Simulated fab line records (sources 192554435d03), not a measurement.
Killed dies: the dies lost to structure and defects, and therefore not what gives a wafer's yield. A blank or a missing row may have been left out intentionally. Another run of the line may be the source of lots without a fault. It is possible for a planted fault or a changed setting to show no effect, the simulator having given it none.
Matching of chambers + flow n5-finfet + N5_BEOL_M7_ETCH_61 on rie-diel-05: 4 sister chambers
The step etches SiARC in CF4, target depth 45.5 nm, time 75.8 s. 4 wafers are shown with their chamber, then 9 later ones without.

EACH WAFER AND ITS CHAMBER
| wafer  | chamber | showerhead-plenum-p-Torr (Torr) |
|--------|---------|---------------------------------|
| L092.5 | 3       | 2.10                            |
| L087.1 | 1       | 2.09                            |
| L087.3 | 2       | 2.08                            |
| L087.5 | 0       | 2.20                            |

WAFERS WHOSE CHAMBER IS MISSING
| wafer  | showerhead-plenum-p-Torr (Torr) |
|--------|---------------------------------|
| L090.1 | 2.09                            |
| L090.4 | 2.20                            |
| L090.6 | 2.09                            |
| L091.1 | 2.20                            |
| L091.3 | 2.09                            |
| L091.4 | 2.08                            |
| L096.4 | 2.07                            |
| L096.5 | 2.19                            |
| L096.6 | 2.09                            |

WHICH CHAMBER EACH ONE RAN IN
| wafer  | from the rows above | in truth                   |
|--------|---------------------|----------------------------|
| L090.1 | 1                   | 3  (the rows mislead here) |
| L090.4 | 0                   | 0                          |
| L090.6 | 1                   | 1                          |
| L091.1 | 0                   | 0                          |
| L091.3 | 1                   | 1                          |
| L091.4 | 2                   | 2                          |
| L096.4 | 2                   | 2                          |
| L096.5 | 0                   | 0                          |
| L096.6 | 1                   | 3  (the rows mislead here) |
Correct placement for 7 of the 9. Number that these rows cannot place: 0. Number placed wrongly: 2.
How it was worked out, from the rows above alone: a wafer's distance from a chamber is the root of the sum, over the readings, of the square of ((its reading less the chamber's mean) divided by the reading's scatter). If the next closest chamber is less than 2 further off than the closest, the wafer can't be placed; otherwise it belongs to the closest. A chamber's mean is the mean of its shown wafers. The scatter: with one shown wafer a chamber, the root of the mean of the squares of how far each hidden wafer lies from its nearest shown one.
